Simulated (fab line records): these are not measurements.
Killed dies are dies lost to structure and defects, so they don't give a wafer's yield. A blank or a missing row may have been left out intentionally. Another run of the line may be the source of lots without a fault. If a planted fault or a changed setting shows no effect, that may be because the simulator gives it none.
The tool behind it: which one? || flow n5 finfet || 72 wafers from 24 lots sampled at 3 of the route's 1938 steps

== WHAT EACH GAUGE READ, for each wafer ==
N5_MOL_CONTACT_COAG_CD_MEAS_40 targets a cd of 25.1 nm. Usual: cd nm at 25.12 nm, with a standard deviation of 0.21.
{"lot": "L074", "measured": "day 5 08:02", "on": "cd sem-01", "cd nm (nm)": "25.34 25.31 25.02", "flag": ""}
{"lot": "L075", "measured": "day 5 14:09", "on": "cd sem-02", "cd nm (nm)": "25.09 25.22 25.33", "flag": ""}
{"lot": "L076", "measured": "day 5 14:54", "on": "cd sem-01", "cd nm (nm)": "25.09 24.60 25.29", "flag": ""}
{"lot": "L077", "measured": "day 5 20:41", "on": "cd sem-02", "cd nm (nm)": "24.83 25.04 25.33", "flag": ""}
{"lot": "L078", "measured": "day 6 03:40", "on": "cd sem-01", "cd nm (nm)": "24.94 25.17 24.95", "flag": ""}
{"lot": "L079", "measured": "day 6 11:25", "on": "cd sem-01", "cd nm (nm)": "25.22 24.95 24.57", "flag": ""}
{"lot": "L080", "measured": "day 6 17:10", "on": "cd sem-01", "cd nm (nm)": "25.18 24.85 25.00", "flag": ""}
{"lot": "L081", "measured": "day 6 22:08", "on": "cd sem-02", "cd nm (nm)": "25.21 25.47 24.75", "flag": ""}
{"lot": "L082", "measured": "day 7 02:49", "on": "cd sem-01", "cd nm (nm)": "25.27 25.04 25.51", "flag": ""}
{"lot": "L083", "measured": "day 7 10:53", "on": "cd sem-02", "cd nm (nm)": "25.64 25.57 25.31", "flag": ""}
{"lot": "L084", "measured": "day 7 14:17", "on": "cd sem-01", "cd nm (nm)": "25.08 25.09 25.05", "flag": ""}
{"lot": "L085", "measured": "day 7 20:48", "on": "cd sem-03", "cd nm (nm)": "25.05 25.25 25.10", "flag": ""}
{"lot": "L086", "measured": "day 8 06:23", "on": "cd sem-02", "cd nm (nm)": "25.09 25.12 25.27", "flag": ""}
{"lot": "L087", "measured": "day 8 13:11", "on": "cd sem-03", "cd nm (nm)": "25.50 25.00 25.14", "flag": ""}
{"lot": "L088", "measured": "day 8 14:46", "on": "cd sem-01", "cd nm (nm)": "25.09 25.17 25.01", "flag": ""}
{"lot": "L089", "measured": "day 9 07:07", "on": "cd sem-02", "cd nm (nm)": "25.04 25.03 25.26", "flag": ""}
{"lot": "L090", "measured": "day 9 08:07", "on": "cd sem-02", "cd nm (nm)": "25.28 25.32 25.05", "flag": ""}
{"lot": "L091", "measured": "day 10 02:23", "on": "cd sem-02", "cd nm (nm)": "25.33 25.59 24.97", "flag": ""}
{"lot": "L092", "measured": "day 10 02:49", "on": "cd sem-01", "cd nm (nm)": "25.07 25.29 25.18", "flag": ""}
{"lot": "L093", "measured": "day 10 07:43", "on": "cd sem-01", "cd nm (nm)": "24.92 24.88 24.97", "flag": ""}
{"lot": "L094", "measured": "day 10 14:37", "on": "cd sem-02", "cd nm (nm)": "24.98 25.37 25.37", "flag": ""}
{"lot": "L095", "measured": "day 10 18:01", "on": "cd sem-03", "cd nm (nm)": "25.15 25.17 25.03", "flag": ""}
{"lot": "L096", "measured": "day 11 01:22", "on": "cd sem-01", "cd nm (nm)": "24.75 25.11 25.04", "flag": ""}
{"lot": "L097", "measured": "day 11 02:05", "on": "cd sem-02", "cd nm (nm)": "25.03 25.18 25.04", "flag": ""}

== WHAT TOOL EACH LOT RAN ON (gives the tool, then ch and the chambers of the sampled wafers, and finally the start) ==
{"lot": "L074", "N5_MOL_CONTACT_COAG_PRE_CLEAN_142": "pvd sputter-02, day 5 01:56", "N5_MOL_CONTACT_COAG_ALD_27": "ald sin-02 ch 0,1,2, day 5 03:32"}
{"lot": "L075", "N5_MOL_CONTACT_COAG_PRE_CLEAN_142": "pvd sputter-01, day 5 07:49", "N5_MOL_CONTACT_COAG_ALD_27": "ald sin-04 ch 1,3, day 5 08:52"}
{"lot": "L076", "N5_MOL_CONTACT_COAG_PRE_CLEAN_142": "pvd sputter-01, day 5 08:53", "N5_MOL_CONTACT_COAG_ALD_27": "ald sin-04 ch 0,1,2, day 5 10:41"}
{"lot": "L077", "N5_MOL_CONTACT_COAG_PRE_CLEAN_142": "pvd sputter-02, day 5 14:52", "N5_MOL_CONTACT_COAG_ALD_27": "ald sin-03 ch 1,2, day 5 16:07"}
{"lot": "L078", "N5_MOL_CONTACT_COAG_PRE_CLEAN_142": "pvd sputter-01, day 5 22:28", "N5_MOL_CONTACT_COAG_ALD_27": "ald sin-04 ch 2,3, day 5 23:32"}
{"lot": "L079", "N5_MOL_CONTACT_COAG_PRE_CLEAN_142": "pvd sputter-02, day 6 06:02", "N5_MOL_CONTACT_COAG_ALD_27": "ald sin-04 ch 0,1, day 6 07:07"}
{"lot": "L080", "N5_MOL_CONTACT_COAG_PRE_CLEAN_142": "pvd sputter-03, day 6 12:07", "N5_MOL_CONTACT_COAG_ALD_27": "ald sin-03 ch 0,2,3, day 6 13:11"}
{"lot": "L081", "N5_MOL_CONTACT_COAG_PRE_CLEAN_142": "pvd sputter-03, day 6 16:23", "N5_MOL_CONTACT_COAG_ALD_27": "ald sin-03 ch 0,1, day 6 17:28"}
{"lot": "L082", "N5_MOL_CONTACT_COAG_PRE_CLEAN_142": "pvd sputter-02, day 6 21:07", "N5_MOL_CONTACT_COAG_ALD_27": "ald sin-02 ch 0,2, day 6 22:11"}
{"lot": "L083", "N5_MOL_CONTACT_COAG_PRE_CLEAN_142": "pvd sputter-03, day 7 04:59", "N5_MOL_CONTACT_COAG_ALD_27": "ald sin-02 ch 0,1,2, day 7 06:05"}
{"lot": "L084", "N5_MOL_CONTACT_COAG_PRE_CLEAN_142": "pvd sputter-03, day 7 09:04", "N5_MOL_CONTACT_COAG_ALD_27": "ald sin-03 ch 0,2, day 7 10:08"}
{"lot": "L085", "N5_MOL_CONTACT_COAG_PRE_CLEAN_142": "pvd sputter-01, day 7 15:34", "N5_MOL_CONTACT_COAG_ALD_27": "ald sin-02 ch 2,3, day 7 16:41"}
{"lot": "L086", "N5_MOL_CONTACT_COAG_PRE_CLEAN_142": "pvd sputter-01, day 8 01:04", "N5_MOL_CONTACT_COAG_ALD_27": "ald sin-02 ch 0,1,2, day 8 02:08"}
{"lot": "L087", "N5_MOL_CONTACT_COAG_PRE_CLEAN_142": "pvd sputter-03, day 8 06:39", "N5_MOL_CONTACT_COAG_ALD_27": "ald sin-03 ch 0,2, day 8 07:43"}
{"lot": "L088", "N5_MOL_CONTACT_COAG_PRE_CLEAN_142": "pvd sputter-01, day 8 09:18", "N5_MOL_CONTACT_COAG_ALD_27": "ald sin-02 ch 0,1,3, day 8 10:27"}
{"lot": "L089", "N5_MOL_CONTACT_COAG_PRE_CLEAN_142": "pvd sputter-01, day 8 16:29", "N5_MOL_CONTACT_COAG_ALD_27": "ald sin-03 ch 0,1, day 8 18:10"}
{"lot": "L090", "N5_MOL_CONTACT_COAG_PRE_CLEAN_142": "pvd sputter-03, day 9 00:09", "N5_MOL_CONTACT_COAG_ALD_27": "ald sin-04 ch 0,2,3, day 9 01:13"}
{"lot": "L091", "N5_MOL_CONTACT_COAG_PRE_CLEAN_142": "pvd sputter-02, day 9 18:40", "N5_MOL_CONTACT_COAG_ALD_27": "ald sin-04 ch 2,3, day 9 20:55"}
{"lot": "L092", "N5_MOL_CONTACT_COAG_PRE_CLEAN_142": "pvd sputter-02, day 9 19:01", "N5_MOL_CONTACT_COAG_ALD_27": "ald sin-03 ch 0,1,2, day 9 21:41"}
{"lot": "L093", "N5_MOL_CONTACT_COAG_PRE_CLEAN_142": "pvd sputter-03, day 10 02:11", "N5_MOL_CONTACT_COAG_ALD_27": "ald sin-04 ch 1,2,3, day 10 03:41"}
{"lot": "L094", "N5_MOL_CONTACT_COAG_PRE_CLEAN_142": "pvd sputter-01, day 10 09:22", "N5_MOL_CONTACT_COAG_ALD_27": "ald sin-04 ch 1,2,3, day 10 10:30"}
{"lot": "L095", "N5_MOL_CONTACT_COAG_PRE_CLEAN_142": "pvd sputter-03, day 10 12:15", "N5_MOL_CONTACT_COAG_ALD_27": "ald sin-04 ch 0,2,3, day 10 13:20"}
{"lot": "L096", "N5_MOL_CONTACT_COAG_PRE_CLEAN_142": "pvd sputter-01, day 10 19:41", "N5_MOL_CONTACT_COAG_ALD_27": "ald sin-04 ch 0,2,3, day 10 20:54"}
{"lot": "L097", "N5_MOL_CONTACT_COAG_PRE_CLEAN_142": "pvd sputter-01, day 10 20:10", "N5_MOL_CONTACT_COAG_ALD_27": "ald sin-02 ch 1,2, day 10 21:14"}
- N5_MOL_CONTACT_COAG_PRE_CLEAN_142: time 60 s.
- N5_MOL_CONTACT_COAG_ALD_27: deposits SiOC, target thk 17 nm, pulse time 1.5 s, time 2720 s.

== AS READ BY THE TOOLS THEMSELVES (means over the sampled wafers that have a number; for cases with no such wafer, the mark the record gives instead) ==
N5_MOL_CONTACT_COAG_PRE_CLEAN_142. Usual: heater power w at 497 W, with a standard deviation of 54.
{"lot": "L074", "tool": "pvd sputter-02", "heater power w (W)": 557, "flag": ""}
{"lot": "L075", "tool": "pvd sputter-01", "heater power w (W)": 458, "flag": ""}
{"lot": "L076", "tool": "pvd sputter-01", "heater power w (W)": 482, "flag": ""}
{"lot": "L077", "tool": "pvd sputter-02", "heater power w (W)": 518, "flag": ""}
{"lot": "L078", "tool": "pvd sputter-01", "heater power w (W)": 443, "flag": ""}
{"lot": "L079", "tool": "pvd sputter-02", "heater power w (W)": 536, "flag": ""}
{"lot": "L080", "tool": "pvd sputter-03", "heater power w (W)": 533, "flag": ""}
{"lot": "L081", "tool": "pvd sputter-03", "heater power w (W)": 438, "flag": ""}
{"lot": "L082", "tool": "pvd sputter-02", "heater power w (W)": 544, "flag": ""}
{"lot": "L083", "tool": "pvd sputter-03", "heater power w (W)": 484, "flag": ""}
{"lot": "L084", "tool": "pvd sputter-03", "heater power w (W)": 548, "flag": ""}
{"lot": "L085", "tool": "pvd sputter-01", "heater power w (W)": 496, "flag": ""}
{"lot": "L086", "tool": "pvd sputter-01", "heater power w (W)": 473, "flag": ""}
{"lot": "L087", "tool": "pvd sputter-03", "heater power w (W)": 490, "flag": ""}
{"lot": "L088", "tool": "pvd sputter-01", "heater power w (W)": 493, "flag": ""}
{"lot": "L089", "tool": "pvd sputter-01", "heater power w (W)": 494, "flag": ""}
{"lot": "L090", "tool": "pvd sputter-03", "heater power w (W)": 529, "flag": ""}
{"lot": "L091", "tool": "pvd sputter-02", "heater power w (W)": 532, "flag": ""}
{"lot": "L092", "tool": "pvd sputter-02", "heater power w (W)": 544, "flag": ""}
{"lot": "L093", "tool": "pvd sputter-03", "heater power w (W)": 492, "flag": ""}
{"lot": "L094", "tool": "pvd sputter-01", "heater power w (W)": 452, "flag": ""}
{"lot": "L095", "tool": "pvd sputter-03", "heater power w (W)": 440, "flag": ""}
{"lot": "L096", "tool": "pvd sputter-01", "heater power w (W)": 505, "flag": ""}
{"lot": "L097", "tool": "pvd sputter-01", "heater power w (W)": 517, "flag": ""}

N5_MOL_CONTACT_COAG_ALD_27. Usual: heater power w 847 W, standard deviation 100; precursor pulse height rel 1.000, standard deviation 0.018.
{"lot": "L074", "tool": "ald sin-02", "heater power w (W)": 920, "precursor pulse height rel": 0.992, "flag": ""}
{"lot": "L075", "tool": "ald sin-04", "heater power w (W)": 799, "precursor pulse height rel": 0.994, "flag": ""}
{"lot": "L076", "tool": "ald sin-04", "heater power w (W)": 878, "precursor pulse height rel": 1.010, "flag": ""}
{"lot": "L077", "tool": "ald sin-03", "heater power w (W)": 819, "precursor pulse height rel": 0.983, "flag": ""}
{"lot": "L078", "tool": "ald sin-04", "heater power w (W)": 970, "precursor pulse height rel": 0.990, "flag": ""}
{"lot": "L079", "tool": "ald sin-04", "heater power w (W)": 831, "precursor pulse height rel": 1.006, "flag": ""}
{"lot": "L080", "tool": "ald sin-03", "heater power w (W)": 758, "precursor pulse height rel": 0.991, "flag": ""}
{"lot": "L081", "tool": "ald sin-03", "heater power w (W)": 753, "precursor pulse height rel": 1.005, "flag": ""}
{"lot": "L082", "tool": "ald sin-02", "heater power w (W)": 922, "precursor pulse height rel": 1.013, "flag": ""}
{"lot": "L083", "tool": "ald sin-02", "heater power w (W)": 915, "precursor pulse height rel": 0.991, "flag": ""}
{"lot": "L084", "tool": "ald sin-03", "heater power w (W)": 769, "precursor pulse height rel": 0.991, "flag": ""}
{"lot": "L085", "tool": "ald sin-02", "heater power w (W)": 993, "precursor pulse height rel": 1.015, "flag": ""}
{"lot": "L086", "tool": "ald sin-02", "heater power w (W)": 945, "precursor pulse height rel": 1.013, "flag": ""}
{"lot": "L087", "tool": "ald sin-03", "heater power w (W)": 739, "precursor pulse height rel": 1.003, "flag": ""}
{"lot": "L088", "tool": "ald sin-02", "heater power w (W)": 850, "precursor pulse height rel": 0.994, "flag": ""}
{"lot": "L089", "tool": "ald sin-03", "heater power w (W)": 757, "precursor pulse height rel": 0.991, "flag": ""}
{"lot": "L090", "tool": "ald sin-04", "heater power w (W)": 887, "precursor pulse height rel": 1.010, "flag": ""}
{"lot": "L091", "tool": "ald sin-04", "heater power w (W)": 860, "precursor pulse height rel": 0.992, "flag": ""}
{"lot": "L092", "tool": "ald sin-03", "heater power w (W)": 777, "precursor pulse height rel": 0.993, "flag": ""}
{"lot": "L093", "tool": "ald sin-04", "heater power w (W)": 864, "precursor pulse height rel": 0.997, "flag": ""}
{"lot": "L094", "tool": "ald sin-04", "heater power w (W)": 849, "precursor pulse height rel": 1.009, "flag": ""}
{"lot": "L095", "tool": "ald sin-04", "heater power w (W)": 880, "precursor pulse height rel": 0.988, "flag": ""}
{"lot": "L096", "tool": "ald sin-04", "heater power w (W)": 890, "precursor pulse height rel": 1.024, "flag": ""}
{"lot": "L097", "tool": "ald sin-02", "heater power w (W)": 934, "precursor pulse height rel": 1.005, "flag": ""}

== THE ANSWER, worked out from the rows above alone ==
Rule: lot off if the mean of its wafers having a number is beyond 3 standard deviations from the usual mean. Also off: a lot with no number at a reading for which 4 or more lots have one. All remaining lots with rows at the step are treated as sound. The gauges are gone through in route order, then the tools' own readings, and for those a lot's mean is taken as printed above. The first step at which some lot is off is used, and at that step the reading that is off furthest; a lot without a number counts as furthest.
Nothing can be told from this: no lot is off at any reading shown.

== WHAT HAD BEEN PUT IN BY THE SIMULATOR ==
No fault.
